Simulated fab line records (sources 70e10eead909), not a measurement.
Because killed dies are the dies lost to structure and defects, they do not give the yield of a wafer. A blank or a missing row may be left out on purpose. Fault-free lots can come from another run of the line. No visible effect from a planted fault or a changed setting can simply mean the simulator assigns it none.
fab line records + flow nand_harc
record:
- lots: 6
- wafers: 18
- last_day: 33
route steps=1302 shown P_CONTACT@249 P_M0@253
lots untouched by any fault: they come from a run of this same line in which no faults occurred
start_h: the number of hours between the record's first day and the start of the first shown wafer of the lot + wait_h: hours since the lot's step before + " identical to the entry in the row above + L1.1+2: one row covering several wafers at once + - no value present, or no start provided + * or withheld: withheld + < > ~ a bound
route shown NAME@n: a module of which the file shows steps, and the number in the route of the first + usual: the fault-free wafers' mean and standard deviation + same: alike in all rows + chamber/n: place in a boat + sites: the reading at each site + _std_site: the values' standard deviation + _edge_site: inner sites' mean taken away from outer sites' mean + radius_mm: how far each site lies from the wafer's centre + mask NAME#n: copy n + behind: the last tool/chamber to shape the wafer + hold: the reason the lot was held/the length of the hold in hours/how it ended + device: transistor that didn't switch, given as n, p or np + end of line: at the end of the route, the tests of the same wafers + a step given without rows: its recipe and nothing more + killed: dies that structure and defects cost at the first sort, which is not the same as the wafer's yield + map: a wafer's dies, marking killed ones x, the rest . and places with no die _
set.NAME: the setting as run; set.NAME@STEP: as run at that earlier step + model.NAME: the simulator's own value behind a step, which no gauge read
certain route steps with their lots: each step a table, each wafer a row
services: when a tool's chamber went out of use (start_h, in hours from the record's first day, below 0 if earlier), for how many hours, and the reason
== steps ==
step: NHARC_P_CONTACT_CMP_24
recipe:
- t_overpolish_s: 30
- target_thk_nm: 200
usual:
- motor_current_A: 11.8/0.64
- overpolish_run_s: 30.000/0.0087
- slurry_flow_ml_min: 150.0/0.5
- time_to_endpoint_s: 40/3.7
| lot.wafer | tool   | chamber | start_h | wait_h | motor_current_A | overpolish_run_s | slurry_flow_ml_min | time_to_endpoint_s |
|-----------|--------|---------|---------|--------|-----------------|------------------|--------------------|--------------------|
| L822.4    | cmp-01 | 1       | 162.83  | 0.3    | 11.9            | 30.018           | 150.7              | 45                 |
| L822.1    | "      | 2       | "       | "      | 12.2            | 29.988           | 150.4              | 40                 |
| L822.3    | "      | 3       | "       | "      | 12.2            | 30.005           | 150.9              | 40                 |
| L823.2    | cmp-03 | 2       | 175.70  | 0.6    | 11.6            | 29.992           | 151.1              | 36                 |
| L823.3    | "      | 3       | "       | "      | 11.9            | 30.011           | 150.3              | 42                 |
| L823.4    | "      | 0       | "       | "      | 12.0            | 29.983           | 149.6              | 44                 |
| L825.1    | cmp-02 | 3       | 188.69  | 0.5    | 12.2            | 30.000           | 150.4              | 42                 |
| L825.4    | "      | 0       | "       | "      | 10.9            | 29.977           | 150.6              | 42                 |
| L825.5    | "      | 3       | "       | "      | 12.3            | 30.014           | 150.4              | 41                 |
| L836.3    | cmp-03 | 2       | 314.23  | 0.4    | 11.2            | 30.012           | 149.7              | 36                 |
| L836.4    | "      | 3       | "       | "      | 11.7            | 29.998           | 149.9              | 39                 |
| L836.6    | "      | 3       | "       | "      | 10.8            | 30.015           | 150.1              | 37                 |
| L837.3    | cmp-02 | 1       | 318.35  | 0.4    | 12.2            | 30.018           | 149.6              | 38                 |
| L837.2    | "      | 3       | "       | "      | 12.5            | 29.995           | 149.2              | 38                 |
| L837.5    | "      | 1       | "       | "      | 12.7            | 29.992           | 149.2              | 35                 |
| L839.2    | cmp-02 | 1       | 337.07  | 0.6    | 13.2            | 30.000           | 150.4              | 37                 |
| L839.3    | "      | 0       | "       | "      | 11.7            | 30.005           | 150.4              | 38                 |
| L839.6    | "      | 1       | "       | "      | 12.7            | 30.013           | 150.1              | 37                 |
step: NHARC_P_CONTACT_SRD_26
step: NHARC_P_CONTACT_INSPECT_27
usual:
- raw_defect_count: 319/120
| lot.wafer | tool              | chamber | start_h | wait_h | raw_defect_count |
|-----------|-------------------|---------|---------|--------|------------------|
| L822.1    | defect_inspect-01 | -       | 163.21  | 0.1    | 331              |
| L822.3    | "                 | -       | "       | "      | 367              |
| L822.4    | "                 | -       | "       | "      | 432              |
| L823.2    | defect_inspect-01 | -       | 176.08  | 0.1    | 259              |
| L823.3    | "                 | -       | "       | "      | 362              |
| L823.4    | "                 | -       | "       | "      | 328              |
| L825.1    | defect_inspect-02 | -       | 189.07  | 0.1    | 336              |
| L825.4    | "                 | -       | "       | "      | 474              |
| L825.5    | "                 | -       | "       | "      | 269              |
| L836.3    | defect_inspect-02 | -       | 314.64  | 0.1    | 132              |
| L836.4    | "                 | -       | "       | "      | 242              |
| L836.6    | "                 | -       | "       | "      | 184              |
| L837.2    | defect_inspect-02 | -       | 318.76  | 0.1    | 264              |
| L837.3    | "                 | -       | "       | "      | 196              |
| L837.5    | "                 | -       | "       | "      | 197              |
| L839.2    | defect_inspect-02 | -       | 337.47  | 0.1    | 284              |
| L839.3    | "                 | -       | "       | "      | 245              |
| L839.6    | "                 | -       | "       | "      | 335              |
step: NHARC_P_M0_DEP_00
recipe:
- target_thk_a: 1500
- target_thk_nm: 150
- temp_c: withheld
- pressure_torr: 5
- flow_sccm: 200
- rf_w: 600
- material: SiOC
step: NHARC_P_M0_DEHYDRATE_01
recipe:
- temp_c: 150
- time_s: 120
step: NHARC_P_M0_HMDS_02
recipe:
- time_s: 30
step: NHARC_P_M0_COAT_33
recipe:
- temp_c: 200
- time_s: 65
step: NHARC_P_M0_COAT_03
recipe:
- spin_rpm: 1500
- resist_thk_nm: 90
step: NHARC_P_M0_SOFTBAKE_04
recipe:
- temp_c: 105
- time_s: 55
step: NHARC_P_M0_EBR_05
step: NHARC_P_M0_EXPOSE_06
recipe:
- na: 1.35
- target_cd_nm: 90
- dose_mj: 81.28
- mask_id: P_M0
step: NHARC_P_M0_PEB_07
recipe:
- peb_temp_c: 100
- peb_time_s: 65
usual:
- heater_power_total_W: 156.5/0.43
- plate_temp_C: 100.02/0.13
| lot.wafer | tool           | chamber | start_h | wait_h | heater_power_total_W | plate_temp_C |
|-----------|----------------|---------|---------|--------|----------------------|--------------|
| L822.1    | litho_track-06 | 0       | 164.05  | 0.1    | 156.6                | 99.85        |
| L822.3    | "              | 0       | "       | "      | 156.6                | 100.05       |
| L822.4    | "              | 0       | "       | "      | 157.1                | 99.92        |
| L823.2    | litho_track-01 | 0       | 176.90  | 0.1    | 156.3                | 100.08       |
| L823.3    | "              | 0       | "       | "      | 156.8                | 100.09       |
| L823.4    | "              | 0       | "       | "      | 156.3                | 100.03       |
| L825.1    | litho_track-04 | 0       | 189.89  | 0.1    | 155.9                | 100.12       |
| L825.4    | "              | 0       | "       | "      | 156.6                | 100.11       |
| L825.5    | "              | 0       | "       | "      | 157.1                | 100.02       |
| L836.3    | litho_track-06 | 0       | 315.46  | 0.0    | 163.2                | 103.39       |
| L836.4    | "              | 0       | "       | "      | 163.9                | 103.33       |
| L836.6    | "              | 0       | "       | "      | 163.9                | 103.29       |
| L837.2    | litho_track-06 | 0       | 319.75  | 0.1    | 163.9                | 103.32       |
| L837.3    | "              | 0       | "       | "      | 163.9                | 103.25       |
| L837.5    | "              | 0       | "       | "      | 163.6                | 102.95       |
| L839.2    | litho_track-04 | 0       | 338.43  | 0.1    | 156.0                | 99.94        |
| L839.3    | "              | 0       | "       | "      | 156.8                | 99.83        |
| L839.6    | "              | 0       | "       | "      | 156.6                | 99.89        |
step: NHARC_P_M0_DEVELOP_08
recipe:
- develop_time_s: 35
- dev_temp_c: 23
step: NHARC_P_M0_CD_MEAS_09
recipe:
- target_cd_nm: 90
- landing_energy_ev: 500
usual:
- cd_nm: 90.0/0.92
| lot.wafer | tool      | chamber | start_h | wait_h | cd_nm |
|-----------|-----------|---------|---------|--------|-------|
| L822.1    | cd_sem-01 | 0       | 164.13  | -      | 90.0  |
| L822.3    | "         | 0       | "       | "      | 88.8  |
| L822.4    | "         | 0       | "       | "      | 89.9  |
| L823.2    | cd_sem-03 | 0       | 176.98  | -      | 90.5  |
| L823.3    | "         | 0       | "       | "      | 90.3  |
| L823.4    | "         | 0       | "       | "      | 89.4  |
| L825.1    | cd_sem-01 | 0       | 189.97  | -      | 91.4  |
| L825.4    | "         | 0       | "       | "      | 91.8  |
| L825.5    | "         | 0       | "       | "      | 91.4  |
| L836.3    | cd_sem-01 | 0       | 315.54  | -      | 99.8  |
| L836.4    | "         | 0       | "       | "      | 100.4 |
| L836.6    | "         | 0       | "       | "      | 100.2 |
| L837.2    | cd_sem-02 | 0       | 319.83  | -      | 100.4 |
| L837.3    | "         | 0       | "       | "      | 100.8 |
| L837.5    | "         | 0       | "       | "      | 99.8  |
| L839.2    | cd_sem-03 | 0       | 338.51  | -      | 90.1  |
| L839.3    | "         | 0       | "       | "      | 90.3  |
| L839.6    | "         | 0       | "       | "      | 91.3  |
step: NHARC_P_M0_OVL_MEAS_10
recipe:
- pitch_nm: 180
usual:
- overlay_x_nm: 0.1/0.71
- overlay_y_nm: -0.2/0.92
| lot.wafer | tool       | chamber | start_h | wait_h | overlay_x_nm | overlay_y_nm |
|-----------|------------|---------|---------|--------|--------------|--------------|
| L822.1    | overlay-01 | -       | 164.21  | -      | 0.3          | -0.2         |
| L822.3    | "          | -       | "       | "      | 0.4          | 0.7          |
| L822.4    | "          | -       | "       | "      | 0.0          | 0.6          |
| L823.2    | overlay-01 | -       | 177.07  | -      | -1.7         | -0.6         |
| L823.3    | "          | -       | "       | "      | -1.9         | -1.0         |
| L823.4    | "          | -       | "       | "      | -1.4         | -1.2         |
| L825.1    | overlay-02 | -       | 190.06  | -      | -0.5         | 1.8          |
| L825.4    | "          | -       | "       | "      | 0.0          | 1.1          |
| L825.5    | "          | -       | "       | "      | 0.0          | 2.0          |
| L836.3    | overlay-01 | -       | 315.63  | -      | 0.2          | 0.8          |
| L836.4    | "          | -       | "       | "      | -0.4         | 0.2          |
| L836.6    | "          | -       | "       | "      | 0.9          | 0.7          |
| L837.2    | overlay-02 | -       | 319.92  | -      | 0.3          | 0.0          |
| L837.3    | "          | -       | "       | "      | 0.7          | -1.3         |
| L837.5    | "          | -       | "       | "      | 0.3          | -0.8         |
| L839.2    | overlay-02 | -       | 338.60  | -      | 1.7          | 0.4          |
| L839.3    | "          | -       | "       | "      | 1.1          | 0.0          |
| L839.6    | "          | -       | "       | "      | 1.6          | 0.3          |
step: NHARC_P_M0_INSPECT_11
usual:
- raw_defect_count: 5/3.2
| lot.wafer | tool              | chamber | start_h | wait_h | raw_defect_count |
|-----------|-------------------|---------|---------|--------|------------------|
| L822.1    | defect_inspect-01 | -       | 164.25  | 0.0    | 9                |
| L822.3    | "                 | -       | "       | "      | 5                |
| L822.4    | "                 | -       | "       | "      | 3                |
| L823.2    | defect_inspect-01 | -       | 177.10  | 0.0    | 9                |
| L823.3    | "                 | -       | "       | "      | 10               |
| L823.4    | "                 | -       | "       | "      | 7                |
| L825.1    | defect_inspect-01 | -       | 190.09  | 0.0    | 8                |
| L825.4    | "                 | -       | "       | "      | 3                |
| L825.5    | "                 | -       | "       | "      | 5                |
| L836.3    | defect_inspect-02 | -       | 315.66  | 0.0    | 1                |
| L836.4    | "                 | -       | "       | "      | 6                |
| L836.6    | "                 | -       | "       | "      | 3                |
| L837.2    | defect_inspect-01 | -       | 319.95  | 0.0    | 2                |
| L837.3    | "                 | -       | "       | "      | 2                |
| L837.5    | "                 | -       | "       | "      | 2                |
| L839.2    | defect_inspect-01 | -       | 338.64  | 0.0    | 4                |
| L839.3    | "                 | -       | "       | "      | 4                |
| L839.6    | "                 | -       | "       | "      | 6                |
step: NHARC_P_M0_DESCUM_14
recipe:
- time_s: 3
- o2_flow_sccm: 200
- ar_flow_sccm: 0
- bias_power_w: 0
- chemistry: O2
usual:
- drypump_motor_current_A: 5.85/0.3
- oes_product_au: 0.992/0.014
- rf_vpp_V: 57.7/0.91
- showerhead_plenum_p_Torr: 1.88/0.11
- throttle_valve_pct: 11.311/0.0089
| lot.wafer | tool        | chamber | start_h | wait_h | drypump_motor_current_A | oes_product_au | rf_hours_counter_h | rf_vpp_V | showerhead_plenum_p_Torr | throttle_valve_pct | model.P_M0.cd_nm |
|-----------|-------------|---------|---------|--------|-------------------------|----------------|--------------------|----------|--------------------------|--------------------|------------------|
| L822.3    | rie_diel-02 | 0       | 164.32  | 0.1    | 5.97                    | 0.994          | 15                 | 59.3     | 2.05                     | 11.314             | 88.22            |
| L822.1    | "           | 2       | "       | "      | 5.77                    | 0.988          | 17                 | 56.8     | 1.79                     | 11.320             | 90.17            |
| L822.4    | "           | 0       | "       | "      | 5.98                    | 0.985          | -                  | 58.7     | 2.05                     | 11.310             | 88.87            |
| L823.3    | rie_diel-02 | 1       | 177.17  | 0.1    | 5.67                    | 0.984          | 20                 | 57.1     | 1.80                     | 11.311             | 90.97            |
| L823.2    | "           | 0       | "       | "      | 5.97                    | 0.984          | 17                 | 59.9     | 2.05                     | 11.319             | 89.95            |
| L823.4    | "           | 1       | "       | "      | 5.69                    | 0.987          | -                  | 57.1     | 1.80                     | 11.296             | 90.47            |
| L825.1    | rie_diel-01 | 2       | 190.17  | 0.1    | 5.70                    | 1.030          | 51                 | 57.4     | 1.86                     | 11.313             | 90.64            |
| L825.4    | "           | 3       | "       | "      | 5.20                    | 1.017          | 52                 | 57.8     | 1.83                     | 11.309             | 93.18            |
| L825.5    | "           | 1       | "       | "      | 6.40                    | 0.982          | -                  | 58.4     | 1.99                     | 11.326             | 91.79            |
| L836.4    | rie_diel-01 | 1       | 315.72  | 0.1    | 6.39                    | 0.982          | 34                 | 58.1     | 1.98                     | 11.317             | 99.56            |
| L836.3    | "           | 3       | "       | "      | 5.21                    | 1.009          | 35                 | 58.0     | 1.82                     | 11.309             | 100.1            |
| L836.6    | "           | 1       | "       | "      | 6.41                    | 0.979          | -                  | 58.4     | 1.98                     | 11.303             | 99.52            |
| L837.3    | rie_diel-02 | 3       | 320.02  | 0.1    | 5.86                    | 0.976          | 12                 | 58.0     | 1.80                     | 11.317             | 101.4            |
| L837.2    | "           | 1       | "       | "      | 5.67                    | 1.011          | 11                 | 56.8     | 1.80                     | 11.307             | 101.1            |
| L837.5    | "           | 3       | "       | "      | 5.87                    | 0.986          | -                  | 56.9     | 1.81                     | 11.303             | 100.3            |
| L839.2    | rie_diel-01 | 1       | 338.70  | 0.1    | 6.39                    | 0.974          | 40                 | 58.1     | 1.97                     | 11.318             | 89.83            |
| L839.3    | "           | 3       | "       | "      | 5.21                    | 1.002          | 40                 | 57.1     | 1.82                     | 11.308             | 90.83            |
| L839.6    | "           | 1       | "       | "      | 6.41                    | 0.986          | -                  | 58.5     | 1.97                     | 11.325             | 90.42            |
step: NHARC_P_M0_ETCH_34
recipe:
- target_depth_a: 400
- overetch_a: 120
- time_s: 43.94
- ion_energy_ev: 200
- n2_flow_sccm: 150
- h2_flow_sccm: 150
- ar_flow_sccm: 0
- rf_w: 400
- bias_w: 150
- chemistry: N2/H2
usual:
- drypump_motor_current_A: 5.8/0.31
- oes_product_au: 0.992/0.014
- rf_vpp_V: 429/3.4
- showerhead_plenum_p_Torr: 2.00/0.12
- throttle_valve_pct: 14.171/0.0085
| lot.wafer | tool        | chamber | start_h | wait_h | drypump_motor_current_A | oes_product_au | rf_hours_counter_h | rf_vpp_V | showerhead_plenum_p_Torr | throttle_valve_pct |
|-----------|-------------|---------|---------|--------|-------------------------|----------------|--------------------|----------|--------------------------|--------------------|
| L822.3    | rie_diel-02 | 0       | 164.41  | 0.1    | 6.0                     | 0.982          | 15                 | 435      | 2.18                     | 14.181             |
| L822.1    | "           | 2       | "       | "      | 5.8                     | 0.981          | 17                 | 427      | 1.91                     | 14.177             |
| L822.4    | "           | 2       | "       | "      | 5.8                     | 0.995          | -                  | 427      | 1.91                     | 14.175             |
| L823.2    | rie_diel-02 | 2       | 177.27  | 0.1    | 5.8                     | 0.993          | 19                 | 427      | 1.91                     | 14.184             |
| L823.3    | "           | 0       | "       | "      | 6.0                     | 0.976          | 17                 | 433      | 2.18                     | 14.171             |
| L823.4    | "           | 0       | "       | "      | 6.0                     | 0.977          | -                  | 435      | 2.18                     | 14.165             |
| L825.4    | rie_diel-01 | 1       | 190.25  | 0.1    | 6.4                     | 0.981          | 51                 | 433      | 2.12                     | 14.162             |
| L825.1    | "           | 3       | "       | "      | 5.2                     | 1.014          | 52                 | 427      | 1.95                     | 14.161             |
| L825.5    | "           | 1       | "       | "      | 6.4                     | 0.974          | -                  | 432      | 2.12                     | 14.177             |
| L836.3    | rie_diel-01 | 3       | 315.82  | 0.1    | 5.2                     | 1.006          | 35                 | 427      | 1.94                     | 14.167             |
| L836.4    | "           | 0       | "       | "      | 5.1                     | 0.990          | 36                 | 430      | 2.02                     | 14.173             |
| L836.6    | "           | 2       | "       | "      | 5.7                     | 0.997          | -                  | 428      | 1.96                     | 14.167             |
| L837.2    | rie_diel-02 | 0       | 320.11  | 0.1    | 6.0                     | 1.002          | 12                 | 433      | 2.18                     | 14.156             |
| L837.3    | "           | 2       | "       | "      | 5.8                     | 1.002          | 11                 | 427      | 1.90                     | 14.180             |
| L837.5    | "           | 3       | "       | "      | 5.9                     | 0.972          | -                  | 426      | 1.92                     | 14.164             |
| L839.2    | rie_diel-01 | 2       | 338.78  | 0.1    | 5.7                     | 1.011          | 43                 | 429      | 1.96                     | 14.178             |
| L839.3    | "           | 1       | "       | "      | 6.4                     | 0.962          | 40                 | 434      | 2.11                     | 14.176             |
| L839.6    | "           | 3       | "       | "      | 5.2                     | 1.004          | -                  | 428      | 1.93                     | 14.169             |
step: NHARC_P_M0_ETCH_15
recipe:
- target_depth_a: 1500
- overetch_a: 150
- time_s: 82.5
- c4f8_flow_sccm: withheld
- ar_flow_sccm: 400
- rf_w: 600
- bias_w: 300
- chemistry: C4F8/Ar
usual:
- oes_product_au: 0.953/0.024
- rf_vpp_V: 440/3.4
| lot.wafer | tool        | chamber | start_h | wait_h | oes_product_au | rf_hours_counter_h | rf_vpp_V | model.P_M0.cd_nm |
|-----------|-------------|---------|---------|--------|----------------|--------------------|----------|------------------|
| L822.3    | rie_diel-02 | 0       | -       | -      | 0.956          | 15                 | 446      | 87.59            |
| L822.1    | "           | 2       | "       | "      | 0.948          | 17                 | 438      | 89.8             |
| L822.4    | "           | 0       | "       | "      | 0.947          | -                  | 444      | 88.26            |
| L823.2    | rie_diel-02 | 0       | -       | -      | 0.941          | 17                 | 444      | 89.29            |
| L823.3    | "           | 2       | "       | "      | 0.948          | 19                 | 438      | 90.68            |
| L823.4    | "           | 2       | "       | "      | 0.957          | -                  | 437      | 89.98            |
| L825.1    | rie_diel-01 | 1       | -       | -      | 0.935          | 51                 | 442      | 91.25            |
| L825.4    | "           | 3       | "       | "      | 0.980          | 52                 | 437      | 93.95            |
| L825.5    | "           | 0       | "       | "      | 0.987          | -                  | 440      | 92.26            |
| L836.3    | rie_diel-01 | 0       | -       | -      | 0.970          | 36                 | 439      | 100.2            |
| L836.4    | "           | 1       | "       | "      | 0.934          | 34                 | 443      | 99.55            |
| L836.6    | "           | 0       | "       | "      | 0.964          | -                  | 440      | 99.09            |
| L837.2    | rie_diel-02 | 3       | -       | -      | 0.933          | 12                 | 439      | 100.7            |
| L837.3    | "           | 0       | "       | "      | 0.971          | 12                 | 443      | 100.9            |
| L837.5    | "           | 3       | "       | "      | 0.937          | -                  | 437      | 100.4            |
| L839.2    | rie_diel-01 | 1       | -       | -      | 0.892          | 40                 | 442      | 89.39            |
| L839.3    | "           | 2       | "       | "      | 0.928          | 43                 | 438      | 91.04            |
| L839.6    | "           | 1       | "       | "      | 0.894          | -                  | 442      | 90.08            |
step: NHARC_P_M0_CD_MEAS_16
usual:
- cd_nm: 90.0/1.3
| lot.wafer | tool      | chamber | start_h | wait_h | cd_nm |
|-----------|-----------|---------|---------|--------|-------|
| L822.1    | cd_sem-01 | -       | 164.67  | -      | 90.1  |
| L822.3    | "         | -       | "       | "      | 87.6  |
| L822.4    | "         | -       | "       | "      | 88.4  |
| L823.2    | cd_sem-03 | -       | 177.51  | -      | 89.6  |
| L823.3    | "         | -       | "       | "      | 90.6  |
| L823.4    | "         | -       | "       | "      | 89.9  |
| L825.1    | cd_sem-03 | -       | 190.46  | -      | 90.9  |
| L825.4    | "         | -       | "       | "      | 93.9  |
| L825.5    | "         | -       | "       | "      | 92.3  |
| L836.3    | cd_sem-02 | -       | 316.04  | -      | 100.4 |
| L836.4    | "         | -       | "       | "      | 99.8  |
| L836.6    | "         | -       | "       | "      | 99.1  |
| L837.2    | cd_sem-02 | -       | 320.32  | -      | 100.8 |
| L837.3    | "         | -       | "       | "      | 100.9 |
| L837.5    | "         | -       | "       | "      | 100.2 |
| L839.2    | cd_sem-02 | -       | 339.04  | -      | 89.6  |
| L839.3    | "         | -       | "       | "      | 91.1  |
| L839.6    | "         | -       | "       | "      | 90.0  |
== services ==
| tool           | chamber | start_h | hours | kind   |
|----------------|---------|---------|-------|--------|
| rie_diel-01    | -       | 140.07  | 5.8   | repair |
| rie_diel-02    | 2       | 147.35  | 5.7   | repair |
| litho_track-01 | -       | 155.00  | 7.0   | pm     |
| rie_diel-02    | 1       | 160.37  | 4.2   | repair |
| cmp-03         | -       | 162.00  | 4.0   | pm     |
| rie_diel-02    | 3       | 174.88  | 22.7  | repair |
| litho_track-06 | -       | 179.00  | 7.0   | pm     |
| cmp-01         | -       | 185.66  | 4.0   | pm     |
| rie_diel-01    | 1       | 194.37  | 6.1   | repair |
| litho_track-04 | -       | 203.00  | 7.0   | pm     |
| rie_diel-01    | -       | 204.16  | 9.0   | pm     |
| rie_diel-02    | 1       | 207.72  | 5.3   | repair |
| rie_diel-02    | -       | 217.25  | 9.0   | pm     |
| cmp-02         | -       | 234.05  | 4.0   | pm     |
| cmp-01         | -       | 235.56  | 0.8   | repair |
| cmp-03         | -       | 260.00  | 4.0   | pm     |
| cmp-02         | -       | 262.00  | 1.5   | repair |
| cmp-03         | -       | 264.35  | 1.9   | repair |
| cmp-01         | -       | 283.66  | 4.0   | pm     |
| cmp-02         | -       | 287.80  | 0.8   | repair |
| cmp-03         | -       | 288.71  | 0.5   | repair |
| rie_diel-01    | 1       | 293.54  | 3.1   | repair |
| litho_track-01 | -       | 330.00  | 7.0   | pm     |
| cmp-02         | -       | 332.05  | 4.0   | pm     |
== key ==
first_sign:
- step: NHARC_P_M0_PEB_07
- reading: plate_temp_C
- direction: up
- sigmas: 24
- usual: *
- struck: *
effect:
- step: NHARC_P_M0_PEB_07
- reading: heater_power_total_W
- direction: up
- sigmas: 17
- usual: *
- struck: *
effect:
- step: NHARC_P_M0_CD_MEAS_09
- reading: cd_nm
- direction: up
- sigmas: 11
- usual: 90.0
- struck: 100.2
effect:
- step: NHARC_P_M0_CD_MEAS_16
- reading: cd_nm
- direction: up
- sigmas: 8
- usual: 90.0
- struck: 100.2
model_effect:
- step: NHARC_P_M0_DESCUM_14
- value: P_M0.cd_nm
- without: 89.55
- struck: 100.3
model_effect:
- step: NHARC_P_M0_ETCH_15
- value: P_M0.cd_nm
- without: 89.35
- struck: 100.1
met_at NHARC_P_M0_PEB_07
struck_wafers L836.3,L836.4,L836.6,L837.2,L837.3,L837.5
onset_between 164.05 315.46
fault:
- kind: process_parameter_drift
- tool: litho_track-06
- chamber: -
- onset_h: 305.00
- steps: NHARC_P_M0_PEB_07
- channel: peb_temp_c
- offset: *
- shape: step
- end_h: 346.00
- acts_in: *
- stated: *
